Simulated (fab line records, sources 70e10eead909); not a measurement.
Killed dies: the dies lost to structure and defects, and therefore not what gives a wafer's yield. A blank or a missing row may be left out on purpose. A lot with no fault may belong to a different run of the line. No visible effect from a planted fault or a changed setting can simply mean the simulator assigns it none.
Code-filled problem report in 8D (eight disciplines) form ; flow nand_harc ; the parts of the form that need people (team, actions taken, sign-off) are left out

1. WHAT IS WRONG
At NHARC_P_GATE_CD_MEAS_26, cd_nm averages 107.8 nm over 6 wafers from 2 lots, while fault-free wafers read 120.0 nm, standard deviation 0.77. That is -16 standard deviations from the usual mean.
The step: target cd 120 nm.
Earliest sighting: wafer L732.1 on cd_sem-01 at day 7 20:35. At this step, 36 wafers from 12 lots have a number in the record. The rule behind "out" and "out of limits": a value lying over 4 standard deviations away from the usual mean. Any other wafer with a number is counted as sound.

2. WHAT IT IS; WHAT IT IS NOT
question;is;is not
which readings at this step;cd_nm;-
which lots;L732, L733;L727, L729, L738, L741, L743, L744, L745, L746, L747, L748
which wafers of those lots;all that have a number;-
read on which gauges;cd_sem-01;cd_sem-02, cd_sem-03
when;from day 7 20:35;"up to then (6 sound wafers); but 24 sound wafers of L738, L741, L743, L744, L745, L746, L747, L748 came after"

3. WHAT RULES OUT EACH SUSPECT
Counting: a tool stays on the suspect list if, at a process step up to the reading, it processed all lots that are out and no sound lot following the first of them.
- the gauge at NHARC_P_GATE_CD_MEAS_26: kept. All the wafers that are out were read on cd_sem-01, and no step on other tools shows them out.
- litho_track-04 at NHARC_P_GATE_PEB_24 (peb time 65 s): ruled out as a lasting fault. The sound lots L745, L746, L747, L748 went through it after L732, its earliest lot that is out (day 7 20:31).
The count leaves cd_sem-01 at NHARC_P_GATE_CD_MEAS_26.

4. THE CAUSE (what the simulator had put in)
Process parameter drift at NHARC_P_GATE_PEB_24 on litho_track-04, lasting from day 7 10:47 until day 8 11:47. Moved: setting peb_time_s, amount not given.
It was ruled out by counting, in error; the rule expects a fault to strike all lots run on its tool from its start on, and this fault did not.

5. SEQUENCE OF EFFECTS, ordered by route
One row per reading whose mean, taken over the struck wafers that have a number, lies over 3 standard deviations from the usual. Readings are gone through only where the record gives a usual standard deviation; hours: the median, over the lots, of the time from a lot's start at the first step in this table giving one to that lot's start at this step; sigmas: the change measured in usual standard deviations.
hours;step;reading;usual;on struck wafers;change;sigmas
0;NHARC_P_GATE_CD_MEAS_26;cd_nm;120.0 nm;107.8;-12.2;-16
At these later measuring or inspecting steps, every struck wafer for which the step has a row has a number for every such reading, and none has moved that far: NHARC_END_SORT_01.

6. HOW IT WOULD HAVE BEEN CAUGHT EARLIER
10 hours passed between the start of the fault at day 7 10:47 and the first reading out of limits at a measuring or inspecting step in this record, taken at day 7 20:35.
No tool reading at NHARC_P_GATE_PEB_24 that has a usual standard deviation in the record was out on any struck wafer, so an alarm limit of 4 standard deviations on those readings would not have fired.
